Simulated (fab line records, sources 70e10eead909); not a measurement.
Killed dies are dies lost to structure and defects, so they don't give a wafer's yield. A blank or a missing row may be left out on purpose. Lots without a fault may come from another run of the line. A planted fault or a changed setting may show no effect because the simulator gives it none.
Which tool did it? | flow nand_harc | 6 lots, 18 wafers sampled, at 3 steps of a route of 1159

WHAT THE GAUGES READ, wafer by wafer
NHARC_END_SORT_01.
lot  | measured     | on        | sort_rim_yield_pct (%)
L824 | day 21 10:19 | prober-02 | 92 98 95
L838 | day 24 09:04 | prober-02 | 91 92 98
L843 | day 25 08:32 | prober-02 | 89 93 88

WHICH TOOL RAN EACH LOT (tool, then ch and the chambers of the sampled wafers, then the start)
lot  | NHARC_A_M1_SOFTBAKE_04            | NHARC_A_M1_ETCH_35
L821 | litho_track-04 ch 0, day 18 05:00 | rie_diel-10 ch 1,2,3, day 18 06:20
L824 | litho_track-04 ch 0, day 19 07:00 | rie_diel-06 ch 1,2,3, day 19 08:05
L835 | litho_track-01 ch 0, day 21 17:00 | rie_diel-04 ch 0,1,3, day 21 18:16
L838 | litho_track-04 ch 0, day 22 15:00 | rie_diel-04 ch 1,2,3, day 22 15:54
L841 | litho_track-01 ch 0, day 23 06:00 | rie_diel-04 ch 0,1,2, day 23 07:31
L843 | litho_track-06 ch 0, day 23 19:00 | rie_diel-06 ch 0,2,3, day 23 19:38
- NHARC_A_M1_SOFTBAKE_04: time 55 s.
- NHARC_A_M1_ETCH_35: etches the open film in N2/H2, target depth 40 nm, overetch 12 nm, time 43.94 s.

THE ANSWER, worked out from the rows above alone
Rule: what is usual is taken from the lots themselves. Put in order of their means at a reading, lots are off if they are a third of the lots or fewer, leave a main group of 4 or more, and stand apart from it by a gap of 3 or more times the standard deviation of the main group's means; of several such gaps the widest counts. A main group whose means are all the same, to the digits that the tables above print for the reading, isn't used. A lot without any number at a reading at which 4 lots or more have one is off too. The other lots that the step has rows for count as sound.
No lot is off at any reading shown: from this, nothing can be told.

WHAT THE SIMULATOR HAD PUT IN
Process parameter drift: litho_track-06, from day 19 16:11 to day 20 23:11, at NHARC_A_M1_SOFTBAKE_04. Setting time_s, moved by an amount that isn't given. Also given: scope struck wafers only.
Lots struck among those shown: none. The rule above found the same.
